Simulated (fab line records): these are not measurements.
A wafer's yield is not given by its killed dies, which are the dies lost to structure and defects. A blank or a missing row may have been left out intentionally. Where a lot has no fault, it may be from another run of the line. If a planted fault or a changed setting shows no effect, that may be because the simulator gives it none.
Matching of chambers	flow n5_finfet	rie_diel-05 running N5_BEOL_M10_ETCH_61: 4 sister chambers
The step etches SiARC in CF4, target depth 39 nm, time 65 s. 8 wafers are shown with their chamber, then 8 later ones without.

WAFERS WITH THEIR CHAMBER
wafer	chamber	drypump_motor_current_A (A)	oes_product_au (a.u.)
L078.4	3	5.6	0.86
L078.5	3	5.6	0.86
L078.6	2	5.9	0.69
L086.1	2	5.9	0.68
L087.1	0	6.3	0.63
L087.2	1	5.0	0.55
L087.4	0	6.2	0.63
L085.1	1	4.9	0.55

WAFERS WHOSE CHAMBER IS MISSING
wafer	drypump_motor_current_A (A)	oes_product_au (a.u.)
L085.4	6.3	0.64
L085.6	4.9	0.56
L096.1	4.9	0.54
L096.3	5.9	0.67
L096.5	6.3	0.62
L094.2	4.9	0.54
L094.3	6.3	0.62
L094.5	6.3	0.63

THE CHAMBER EACH PASSED THROUGH
wafer	from the rows above	in truth
L085.4	0	0
L085.6	1	1
L096.1	1	1
L096.3	2	2
L096.5	0	0
L094.2	1	1
L094.3	0	0
L094.5	0	0
8 of 8 placed correctly. Not placeable from these rows: 0. 0 placed wrongly.
How it was worked out, from the rows above alone: a wafer's distance from a chamber is the root of the sum, over the readings, of the square of ((its reading less the chamber's mean) divided by the reading's scatter). The wafer belongs to the nearest chamber; if the next one is less than 2 further off, it can't be placed. For every chamber, the mean is computed from those of its wafers that are shown. How the scatter is found: for the shown wafers, subtract from each reading the mean of its chamber, square and add these, divide the total by (wafers less chambers), then take the root.
